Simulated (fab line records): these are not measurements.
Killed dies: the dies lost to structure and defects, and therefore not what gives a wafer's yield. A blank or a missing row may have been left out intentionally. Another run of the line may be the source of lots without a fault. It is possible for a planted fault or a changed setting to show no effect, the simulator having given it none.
fab line records ; flow n5_finfet
record: lots: 7; wafers: 39
route steps=1938 shown FIN_SAQP@102 SD_EPI_P@321
start_h: the number of hours between the record's first day and the start of the first shown wafer of the lot ; wait_h: hours from the lot's prior step to this one ; " unchanged from the row above ; L1.1+2: one row covering several wafers at once ; - no value, or no start was given ; * or withheld: withheld ; < > ~ a bound
route shown NAME@n: a module of which the file shows steps, and the number in the route of the first ; usual: mean/standard deviation taken from wafers without a fault ; same: alike in all rows ; chamber/n: place in a boat ; sites: readings site by site ; _std_site: the values' standard deviation ; _edge_site: inner sites' mean taken away from outer sites' mean ; radius_mm: for every site, how far away it sits from the centre of the wafer ; mask NAME#n: copy n ; behind: the tool/chamber that last shaped the wafer ; hold: what put the lot on hold/how long, in hours/how the hold closed ; device: transistor that didn't switch, given as n, p or np ; end of line: at the end of the route, the tests of the same wafers ; a step given without rows: its recipe and nothing more ; killed: not the wafer's yield, but the dies lost to structure and defects at the first sort ; map: shows each die of a wafer: x if killed, . if not, _ if none is there
set.NAME: the setting that was run; set.NAME@STEP: the one run at that earlier step ; model.NAME: the simulator's own value behind a step, which no gauge read
lots with deliberately changed settings; one table per step, one row per wafer
== steps ==
step: N5_FIN_SAQP_HM_DEP_72
recipe: material: SiO2; target_thk_a: 120; temp_c: 400; precursor: SiH4/N2O; pressure_torr: 0.75; rf_w: 275; time_s: 7.2
lot.wafer;tool;chamber;start_h;wait_h;set.target_thk_a;model.SiO2_of_FIN_SAQP_HM_DEP_72.thk_nm
L076.1;pecvd-04;0;33.33;0.0;120;11.91
L076.2;pecvd-04;1;33.33;0.0;120;11.58
L076.3;pecvd-04;1;33.33;0.0;120;11.98
L076.4;pecvd-04;0;33.33;0.0;120;12.13
L076.5;pecvd-04;1;33.33;0.0;120;11.96
L076.6;pecvd-04;0;33.33;0.0;120;12.06
L077.1;pecvd-01;2;38.87;0.0;120;11.67
L077.2;pecvd-01;0;38.87;0.0;86.4;8.515
L077.3;pecvd-01;1;38.87;0.0;120;11.75
L077.4;pecvd-01;1;38.87;0.0;86.4;8.571
L077.5;pecvd-01;0;38.87;0.0;86.4;8.601
L077.6;pecvd-01;2;38.87;0.0;120;11.72
L078.1;pecvd-04;0;45.22;0.0;120;11.98
L078.2;pecvd-04;1;45.22;0.0;84.27;8.177
L078.3;pecvd-04;0;45.22;0.0;120;12.31
L078.4;pecvd-04;1;45.22;0.0;120;12.14
L078.5;pecvd-04;0;45.22;0.0;84.27;8.648
L078.6;pecvd-04;1;45.22;0.0;84.27;8.406
L080.1;pecvd-04;1;56.93;0.0;120;11.71
L080.2;pecvd-04;2;56.93;0.0;120;12.05
L080.3;pecvd-04;0;56.93;0.0;120;12.02
L080.4;pecvd-04;0;56.93;0.0;120;11.98
L080.5;pecvd-04;1;56.93;0.0;120;11.92
L080.6;pecvd-04;2;56.93;0.0;120;12.3
L092.1;pecvd-02;0;128.76;0.0;120;12.23
L092.2;pecvd-02;1;128.76;0.0;120;11.83
L092.3;pecvd-02;2;128.76;0.0;120;11.99
L092.4;pecvd-02;2;128.76;0.0;120;12.18
L092.5;pecvd-02;1;128.76;0.0;120;12.27
L092.6;pecvd-02;0;128.76;0.0;120;12.26
L095.1;pecvd-04;0;146.70;0.0;156;15.48
L095.2;pecvd-04;2;146.70;0.0;120;12.12
L095.3;pecvd-04;1;146.70;0.0;120;11.63
L095.4;pecvd-04;1;146.70;0.0;156;15.39
L095.5;pecvd-04;0;146.70;0.0;120;11.9
L095.6;pecvd-04;2;146.70;0.0;156;16.04
L096.1;pecvd-01;2;153.72;0.0;120;12.07
L096.2;pecvd-01;1;153.72;0.0;120;12.04
L096.6;pecvd-01;0;153.72;0.0;120;12.24
step: N5_FIN_SAQP_COAT_49
recipe: resist: SOC; temp_c: 250; time_s: 60; spin_rpm: 1500; resist_thk_nm: 100
step: N5_FIN_SAQP_COAT_50
recipe: resist: SiARC; temp_c: 220; time_s: 60; spin_rpm: 1500; resist_thk_nm: 35
step: N5_FIN_SAQP_ETCH_52
recipe: chemistry: N2/H2; target: SOC; target_depth_a: 1000; overetch_a: 200; mask_material: SiARC; temp_c: 40; time_s: 150; ion_energy_ev: 200; pressure_mtorr: 30; source_w: 840; bias_w: 150; n2_flow_sccm: 200; h2_flow_sccm: 200; ends: end_point
step: N5_FIN_SAQP_STRIP_53
recipe: chemistry: N2/H2; temp_c: 40; n2_flow_sccm: 200; h2_flow_sccm: 200; rf_frequency_hz: 6e+07
step: N5_FIN_SAQP_HM_OPEN_73
recipe: chemistry: CHF3/O2; target: SiO2; stop_on: a-Si; target_depth_a: 120; over_etch_frac: 1.8; mask_material: SOC; time_s: 16.8; pressure_mtorr: 30; source_w: 650; bias_w: 170; Ar_flow_sccm: 200; CHF3_flow_sccm: 50; O2_flow_sccm: 5; ion_energy_ev: 200; ends: end_point
lot.wafer;tool;chamber;start_h;wait_h;set.target_thk_a@FIN_SAQP_HM_DEP_72;model.etch.depth_nm
L076.1;rie_diel-04;3;33.98;0.0;120;11.91
L076.2;rie_diel-04;1;33.98;0.0;120;11.58
L076.3;rie_diel-04;2;33.98;0.0;120;11.98
L076.4;rie_diel-04;0;33.98;0.0;120;12.13
L076.5;rie_diel-04;1;33.98;0.0;120;11.96
L076.6;rie_diel-04;2;33.98;0.0;120;12.06
L077.1;rie_diel-01;0;39.49;0.0;120;11.67
L077.2;rie_diel-01;1;39.49;0.0;86.4;8.515
L077.3;rie_diel-01;2;39.49;0.0;120;11.75
L077.4;rie_diel-01;3;39.49;0.0;86.4;8.571
L077.5;rie_diel-01;0;39.49;0.0;86.4;8.601
L077.6;rie_diel-01;3;39.49;0.0;120;11.72
L078.1;rie_diel-01;2;45.86;0.0;120;11.98
L078.2;rie_diel-01;3;45.86;0.0;84.27;8.177
L078.3;rie_diel-01;1;45.86;0.0;120;12.31
L078.4;rie_diel-01;0;45.86;0.0;120;12.14
L078.5;rie_diel-01;3;45.86;0.0;84.27;8.648
L078.6;rie_diel-01;0;45.86;0.0;84.27;8.406
L080.1;rie_diel-06;2;57.68;0.0;120;11.71
L080.2;rie_diel-06;1;57.68;0.0;120;12.05
L080.3;rie_diel-06;0;57.68;0.0;120;12.02
L080.4;rie_diel-06;3;57.68;0.0;120;11.98
L080.5;rie_diel-06;1;57.68;0.0;120;11.92
L080.6;rie_diel-06;2;57.68;0.0;120;12.3
L092.1;rie_diel-06;0;129.51;0.0;120;12.23
L092.2;rie_diel-06;1;129.51;0.0;120;11.83
L092.3;rie_diel-06;2;129.51;0.0;120;11.99
L092.4;rie_diel-06;3;129.51;0.0;120;12.18
L092.5;rie_diel-06;2;129.51;0.0;120;12.27
L092.6;rie_diel-06;3;129.51;0.0;120;12.26
L095.1;rie_diel-01;0;147.95;0.0;156;15.48
L095.2;rie_diel-01;3;147.95;0.0;120;12.12
L095.3;rie_diel-01;1;147.95;0.0;120;11.63
L095.4;rie_diel-01;0;147.95;0.0;156;15.39
L095.5;rie_diel-01;1;147.95;0.0;120;11.9
L095.6;rie_diel-01;3;147.95;0.0;156;16.04
L096.1;rie_diel-04;3;154.84;0.0;120;12.07
L096.2;rie_diel-04;2;154.84;0.0;120;12.04
L096.6;rie_diel-04;1;154.84;0.0;120;12.24
step: N5_FIN_SAQP_MANDREL_ETCH_22
recipe: target_depth_a: 600; chemistry: HBr/Cl2; target: a-Si; stop_on: SiNx; bt_time_s: 10; over_etch_frac: 0.5; time_s: 30; pressure_mtorr: 10; icp_w: 800; bias_w: 75; HBr_flow_sccm: 150; Cl2_flow_sccm: 80; ends: end_point
usual: oes_product_au: 0.762/0.015
lot.wafer;tool;chamber;start_h;wait_h;set.target_depth_a;oes_product_au;model.SiNx_of_FIN_SAQP_PECVD_48.thk_nm;model.SOC_of_FIN_SAQP_COAT_49.thk_nm
L076.1;rie_si-05;0;34.06;0.0;600;0.768;25.32;75.89
L076.2;rie_si-05;1;34.06;0.0;957.1;0.583;17.19;61.72
L076.3;rie_si-05;0;34.06;0.0;600;0.771;25.13;75.89
L076.4;rie_si-05;1;34.06;0.0;957.1;0.581;18.18;62.06
L076.5;rie_si-05;1;34.06;0.0;957.1;0.582;18.09;61.98
L076.6;rie_si-05;0;34.06;0.0;600;0.767;25.14;75.61
L077.1;rie_si-01;0;39.58;0.0;600;0.745;24.75;75.22
L077.2;rie_si-01;3;39.58;0.0;839.7;0.621;19.85;65.56
L077.3;rie_si-01;2;39.58;0.0;839.7;0.642;19.88;66.35
L077.4;rie_si-01;1;39.58;0.0;839.7;0.635;20.77;67.44
L077.5;rie_si-01;2;39.58;0.0;600;0.798;25.29;75.84
L077.6;rie_si-01;1;39.58;0.0;600;0.764;25.33;76.99
L078.1;rie_si-05;2;45.95;0.0;927.4;0.619;17.35;62.48
L078.2;rie_si-05;1;45.95;0.0;927.4;0.589;18.05;63.51
L078.3;rie_si-05;3;45.95;0.0;600;0.757;24.95;75.97
L078.4;rie_si-05;0;45.95;0.0;600;0.783;25.11;76.02
L078.5;rie_si-05;2;45.95;0.0;600;0.781;25.05;75.49
L078.6;rie_si-05;1;45.95;0.0;927.4;0.602;18.66;63.34
L080.1;rie_si-03;0;57.76;0.0;600;0.763;25.34;76.57
L080.2;rie_si-03;3;57.76;0.0;600;0.736;24.64;76.37
L080.3;rie_si-03;2;57.76;0.0;600;0.763;24.72;76.43
L080.4;rie_si-03;1;57.76;0.0;600;0.755;25.4;76.45
L080.5;rie_si-03;1;57.76;0.0;600;0.764;24.8;76
L080.6;rie_si-03;0;57.76;0.0;600;0.767;25.52;76.58
L092.1;rie_si-05;1;129.59;0.0;600;0.735;24.76;75.95
L092.2;rie_si-05;0;129.59;0.0;828.2;0.639;20.28;66.82
L092.3;rie_si-05;3;129.59;0.0;600;0.751;24.57;75.95
L092.4;rie_si-05;2;129.59;0.0;828.2;0.655;19.86;66.04
L092.5;rie_si-05;3;129.59;0.0;600;0.749;24.7;75.42
L092.6;rie_si-05;0;129.59;0.0;828.2;0.642;20.5;67.25
L095.1;rie_si-05;0;148.04;0.0;266.7;1.008;25.08;89.89
L095.2;rie_si-05;2;148.04;0.0;600;0.779;24.72;75.36
L095.3;rie_si-05;1;148.04;0.0;600;0.749;24.92;76.45
L095.4;rie_si-05;3;148.04;0.0;266.7;0.995;25.01;89.41
L095.5;rie_si-05;1;148.04;0.0;266.7;0.971;25.03;89.59
L095.6;rie_si-05;0;148.04;0.0;600;0.787;25.42;76.41
L096.1;rie_si-05;2;154.93;0.0;600;0.768;24.72;75.9
L096.2;rie_si-05;3;154.93;0.0;600;0.753;24.99;75.78
L096.6;rie_si-05;0;154.93;0.0;600;0.778;25;76.39
step: N5_FIN_SAQP_STRIP_55
recipe: chemistry: N2/H2; power_w: 500; temp_c: 40; pressure_mtorr: 50; rf_frequency_hz: 6e+07; overash_fraction: 0.3; bias_power_w: 28; h2_frac: 0.5; n2_flow_sccm: 300; h2_flow_sccm: 300
step: N5_FIN_SAQP_STRIP_23
recipe: chemistry: SPM; time_s: 750; temp_c: 130; h2so4_h2o2_vol_ratio: 4
step: N5_FIN_SAQP_MANDREL1_REMOVE_56
recipe: chemistry: HBr/Cl2/O2; bt_time_s: 10; target: a-Si; stop_on: SiNx; endpoint: OES-SiCl; over_etch_frac: 1; icp_w: 600; bias_w: 22; HBr_flow_sccm: 150; Cl2_flow_sccm: 80; O2_flow_sccm: 5; pressure_mtorr: 10
step: N5_FIN_SAQP_ETCH_57
recipe: chemistry: CH3F/O2; target: SiNx; mask_material: SiO2; target_depth_a: 325; time_s: 46.4; pressure_mtorr: 30; source_w: 395; bias_w: 73; Ar_flow_sccm: 150; CH3F_flow_sccm: 30; O2_flow_sccm: 20; ion_energy_ev: 120; ends: cleared
lot.wafer;tool;chamber;start_h;wait_h;set.target_depth_a@FIN_SAQP_MANDREL_ETCH_22;model.etch.depth_nm
L076.1;rie_diel-04;3;36.21;0.2;600;25.32
L076.2;rie_diel-04;0;36.21;0.2;957.1;17.19
L076.3;rie_diel-04;1;36.21;0.2;600;25.13
L076.4;rie_diel-04;2;36.21;0.2;957.1;18.18
L076.5;rie_diel-04;2;36.21;0.2;957.1;18.09
L076.6;rie_diel-04;1;36.21;0.2;600;25.14
L077.1;rie_diel-06;3;41.40;0.0;600;24.75
L077.2;rie_diel-06;1;41.40;0.0;839.7;19.85
L077.3;rie_diel-06;0;41.40;0.0;839.7;19.88
L077.4;rie_diel-06;0;41.40;0.0;839.7;20.77
L077.5;rie_diel-06;3;41.40;0.0;600;25.29
L077.6;rie_diel-06;1;41.40;0.0;600;25.33
L078.1;rie_diel-01;2;47.72;0.0;927.4;17.35
L078.2;rie_diel-01;0;47.72;0.0;927.4;18.05
L078.3;rie_diel-01;1;47.72;0.0;600;24.95
L078.4;rie_diel-01;3;47.72;0.0;600;25.11
L078.5;rie_diel-01;2;47.72;0.0;600;25.05
L078.6;rie_diel-01;3;47.72;0.0;927.4;18.66
L080.1;rie_diel-06;3;59.53;0.0;600;25.34
L080.2;rie_diel-06;2;59.53;0.0;600;24.64
L080.3;rie_diel-06;1;59.53;0.0;600;24.72
L080.4;rie_diel-06;0;59.53;0.0;600;25.4
L080.5;rie_diel-06;1;59.53;0.0;600;24.8
L080.6;rie_diel-06;0;59.53;0.0;600;25.52
L092.1;rie_diel-04;0;132.12;0.2;600;24.76
L092.2;rie_diel-04;3;132.12;0.2;828.2;20.28
L092.3;rie_diel-04;1;132.12;0.2;600;24.57
L092.4;rie_diel-04;2;132.12;0.2;828.2;19.86
L092.5;rie_diel-04;2;132.12;0.2;600;24.7
L092.6;rie_diel-04;1;132.12;0.2;828.2;20.5
L095.1;rie_diel-04;1;150.00;0.1;266.7;25.08
L095.2;rie_diel-04;2;150.00;0.1;600;24.72
L095.3;rie_diel-04;3;150.00;0.1;600;24.92
L095.4;rie_diel-04;0;150.00;0.1;266.7;25.01
L095.5;rie_diel-04;0;150.00;0.1;266.7;25.03
L095.6;rie_diel-04;3;150.00;0.1;600;25.42
L096.1;rie_diel-04;0;156.76;0.0;600;24.72
L096.2;rie_diel-04;2;156.76;0.0;600;24.99
L096.6;rie_diel-04;2;156.76;0.0;600;25
step: N5_FIN_SAQP_ETCH_65
recipe: chemistry: CF4; target: SiO2; target_depth_a: 40; ion_energy_ev: 350; time_s: 4.4; pressure_mtorr: 10; icp_w: 800; bias_w: 400; cf4_flow_sccm: 80
step: N5_FIN_SAQP_MANDREL_ETCH_58
recipe: chemistry: HBr/Cl2; target: a-Si; target_depth_a: 450; bt_time_s: 10; stop_on: SiNx; mask_material: SiO2; over_etch_frac: 0.8; time_s: 27; pressure_mtorr: 10; icp_w: 800; bias_w: 75; HBr_flow_sccm: 150; Cl2_flow_sccm: 80; ends: end_point
step: N5_FIN_SAQP_SRD_39
recipe: dry: ipa_marangoni; time_s: 30; temp_c: 23; rinse_liquid: diw
step: N5_FIN_SAQP_INSPECT_40
recipe: inspect_instrument: brightfield; mode: aei
usual: raw_defect_count: 232/69
lot.wafer;tool;chamber;start_h;wait_h;set.target_depth_a@FIN_SAQP_MANDREL_ETCH_22;raw_defect_count
L076.1;defect_inspect-01;-;38.52;0.0;600;352
L076.2;defect_inspect-01;-;38.52;0.0;957.1;286
L076.3;defect_inspect-01;-;38.52;0.0;600;326
L076.4;defect_inspect-01;-;38.52;0.0;957.1;250
L076.5;defect_inspect-01;-;38.52;0.0;957.1;197
L076.6;defect_inspect-01;-;38.52;0.0;600;297
L077.1;defect_inspect-02;-;44.16;0.0;600;347
L077.2;defect_inspect-02;-;44.16;0.0;839.7;313
L077.3;defect_inspect-02;-;44.16;0.0;839.7;238
L077.4;defect_inspect-02;-;44.16;0.0;839.7;322
L077.5;defect_inspect-02;-;44.16;0.0;600;281
L077.6;defect_inspect-02;-;44.16;0.0;600;261
L078.1;defect_inspect-01;-;49.96;0.0;927.4;177
L078.2;defect_inspect-01;-;49.96;0.0;927.4;128
L078.3;defect_inspect-01;-;49.96;0.0;600;121
L078.4;defect_inspect-01;-;49.96;0.0;600;137
L078.5;defect_inspect-01;-;49.96;0.0;600;169
L078.6;defect_inspect-01;-;49.96;0.0;927.4;215
L080.1;defect_inspect-01;-;61.84;0.0;600;254
L080.2;defect_inspect-01;-;61.84;0.0;600;390
L080.3;defect_inspect-01;-;61.84;0.0;600;368
L080.4;defect_inspect-01;-;61.84;0.0;600;166
L080.5;defect_inspect-01;-;61.84;0.0;600;227
L080.6;defect_inspect-01;-;61.84;0.0;600;165
L092.1;defect_inspect-01;-;134.26;0.0;600;290
L092.2;defect_inspect-01;-;134.26;0.0;828.2;198
L092.3;defect_inspect-01;-;134.26;0.0;600;204
L092.4;defect_inspect-01;-;134.26;0.0;828.2;340
L092.5;defect_inspect-01;-;134.26;0.0;600;329
L092.6;defect_inspect-01;-;134.26;0.0;828.2;159
L095.1;defect_inspect-01;-;152.15;0.0;266.7;1880
L095.2;defect_inspect-01;-;152.15;0.0;600;271
L095.3;defect_inspect-01;-;152.15;0.0;600;227
L095.4;defect_inspect-01;-;152.15;0.0;266.7;1908
L095.5;defect_inspect-01;-;152.15;0.0;266.7;1887
L095.6;defect_inspect-01;-;152.15;0.0;600;241
L096.1;defect_inspect-01;-;158.85;0.0;600;298
L096.2;defect_inspect-01;-;158.85;0.0;600;270
L096.6;defect_inspect-01;-;158.85;0.0;600;173
step: N5_SD_EPI_P_EPI_21
recipe: material: SiGe:B; dopant: B; temp_c: 550; pressure_torr: 20; ambient: H2; time_s: 355
lot.wafer;tool;chamber;start_h;wait_h;set.epi_growth_time_s;model.SiGe-B_of_SD_EPI_P_EPI_21.thk_nm
L076.1;epi_rpcvd-04;0;66.56;0.1;355;60.4
L076.2;epi_rpcvd-04;0;66.56;0.1;355;60.2
L076.3;epi_rpcvd-04;0;66.56;0.1;248.5;45.2
L076.4;epi_rpcvd-04;0;66.56;0.1;248.5;45.4
L076.5;epi_rpcvd-04;0;66.56;0.1;355;59.8
L076.6;epi_rpcvd-04;0;66.56;0.1;248.5;46
L077.1;epi_rpcvd-03;0;73.87;0.1;460.7;73.8
L077.2;epi_rpcvd-03;0;73.87;0.1;460.7;73.2
L077.3;epi_rpcvd-03;0;73.87;0.1;355;61.6
L077.4+5;epi_rpcvd-03;0;73.87;0.1;355;61.2
L077.6;epi_rpcvd-03;0;73.87;0.1;460.7;73
L078.1+6;epi_rpcvd-01;0;78.05;0.1;355;61.4
L078.2;epi_rpcvd-01;0;78.05;0.1;289.3;53.8
L078.3;epi_rpcvd-01;0;78.05;0.1;289.3;54.4
L078.4;epi_rpcvd-01;0;78.05;0.1;289.3;54.6
L078.5;epi_rpcvd-01;0;78.05;0.1;355;62.2
L080.1+5;epi_rpcvd-04;0;92.76;0.3;491.1;75.6
L080.2;epi_rpcvd-04;0;92.76;0.3;491.1;75.4
L080.3;epi_rpcvd-04;0;92.76;0.3;355;60
L080.4;epi_rpcvd-04;0;92.76;0.3;355;61.8
L080.6;epi_rpcvd-04;0;95.96;3.2;355;60.4
L092.1+2;epi_rpcvd-03;0;162.59;0.1;281.1;52
L092.3;epi_rpcvd-03;0;162.59;0.1;355;60.6
L092.4;epi_rpcvd-03;0;162.59;0.1;355;59.8
L092.5;epi_rpcvd-03;0;162.59;0.1;355;60.4
L092.6;epi_rpcvd-03;0;162.59;0.1;281.1;51.8
L095.1;epi_rpcvd-01;0;180.28;0.1;355;62.4
L095.2;epi_rpcvd-01;0;180.28;0.1;355;62.6
L095.3;epi_rpcvd-01;0;180.28;0.1;518.2;80.6
L095.4;epi_rpcvd-01;0;180.28;0.1;355;61.4
L095.5;epi_rpcvd-01;0;180.28;0.1;518.2;80.2
L095.6;epi_rpcvd-01;0;180.28;0.1;518.2;80.8
L096.1;epi_rpcvd-03;0;188.55;0.3;355;62.2
L096.2;epi_rpcvd-03;0;188.55;0.3;355;61.6
L096.6;epi_rpcvd-03;0;191.75;3.2;355;61.8
step: N5_SD_EPI_P_EPI_MEAS_23
recipe: mode: xrd
usual: thk_nm: 61.1/1.2
lot.wafer;tool;chamber;start_h;wait_h;set.epi_growth_time_s@SD_EPI_P_EPI_21;thk_nm
L076.1;film_metro-01;-;68.77;1.9;355;61.0
L076.2;film_metro-01;-;68.77;1.9;355;60.9
L076.3;film_metro-01;-;68.77;1.9;248.5;44.9
L076.4;film_metro-01;-;68.77;1.9;248.5;44.6
L076.5;film_metro-01;-;68.77;1.9;355;61.7
L076.6;film_metro-01;-;68.77;1.9;248.5;48.9
L077.1;film_metro-01;-;76.06;1.8;460.7;73.3
L077.2;film_metro-01;-;76.06;1.8;460.7;74.3
L077.3;film_metro-01;-;76.06;1.8;355;61.0
L077.4;film_metro-01;-;76.06;1.8;355;62.0
L077.5;film_metro-01;-;76.06;1.8;355;60.2
L077.6;film_metro-01;-;76.06;1.8;460.7;73.6
L078.1;film_metro-01;-;80.25;1.8;355;62.5
L078.2;film_metro-01;-;80.25;1.8;289.3;53.7
L078.3;film_metro-01;-;80.25;1.8;289.3;54.7
L078.4;film_metro-01;-;80.25;1.8;289.3;54.2
L078.5;film_metro-01;-;80.25;1.8;355;63.3
L078.6;film_metro-01;-;80.25;1.8;355;61.7
L080.1;film_metro-01;-;96.64;3.2;491.1;75.8
L080.2;film_metro-01;-;96.64;3.2;491.1;75.8
L080.3;film_metro-01;-;96.64;3.2;355;60.2
L080.4;film_metro-01;-;96.64;3.2;355;62.2
L080.5;film_metro-01;-;96.64;3.2;491.1;74.6
L080.6;film_metro-01;-;96.64;3.2;355;60.5
L092.1;film_metro-01;-;164.80;1.9;281.1;51.0
L092.2;film_metro-01;-;164.80;1.9;281.1;50.7
L092.3;film_metro-01;-;164.80;1.9;355;59.9
L092.4;film_metro-01;-;164.80;1.9;355;60.2
L092.5;film_metro-01;-;164.80;1.9;355;61.2
L092.6;film_metro-01;-;164.80;1.9;281.1;50.7
L095.1;film_metro-01;-;182.47;1.8;355;61.3
L095.2;film_metro-01;-;182.47;1.8;355;62.1
L095.3;film_metro-01;-;182.47;1.8;518.2;81.8
L095.4;film_metro-01;-;182.47;1.8;355;60.8
L095.5;film_metro-01;-;182.47;1.8;518.2;80.3
L095.6;film_metro-01;-;182.47;1.8;518.2;82.8
L096.1;film_metro-01;-;192.44;3.3;355;62.6
L096.2;film_metro-01;-;192.44;3.3;355;62.4
L096.6;film_metro-01;-;192.44;3.3;355;61.4
== key ==
split: step: N5_FIN_SAQP_HM_DEP_72; setting: target_thk_a; stated: 120; by: wafer
response: step: N5_FIN_SAQP_HM_DEP_72; reading: model.SiO2_of_FIN_SAQP_HM_DEP_72.thk_nm; change: +0.121; per: 1%; r: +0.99
response: step: N5_FIN_SAQP_HM_OPEN_73; reading: model.etch.depth_nm; change: +0.121; per: 1%; r: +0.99
split: step: N5_FIN_SAQP_MANDREL_ETCH_22; setting: target_depth_a; stated: 600; by: wafer
response: step: N5_FIN_SAQP_MANDREL_ETCH_22; reading: oes_product_au; change: -0.00331; per: 1%; r: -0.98
response: step: N5_FIN_SAQP_MANDREL_ETCH_22; reading: model.SiNx_of_FIN_SAQP_PECVD_48.thk_nm; shape: bent; at_lowest: 25.04; at_stated: 25.01; at_highest: 17.82
response: step: N5_FIN_SAQP_MANDREL_ETCH_22; reading: model.SOC_of_FIN_SAQP_COAT_49.thk_nm; change: -0.237; per: 1%; r: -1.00
response: step: N5_FIN_SAQP_ETCH_57; reading: model.etch.depth_nm; shape: bent; at_lowest: 25.04; at_stated: 25.01; at_highest: 17.82
response: step: N5_FIN_SAQP_INSPECT_40; reading: raw_defect_count; shape: bent; at_lowest: 1892; at_stated: 257; at_highest: 244
split: step: N5_SD_EPI_P_EPI_21; setting: epi_growth_time_s; stated: 355; by: wafer
response: step: N5_SD_EPI_P_EPI_21; reading: model.SiGe-B_of_SD_EPI_P_EPI_21.thk_nm; change: +0.41; per: 1%; r: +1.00
response: step: N5_SD_EPI_P_EPI_MEAS_23; reading: thk_nm; change: *; per: 1%; r: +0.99
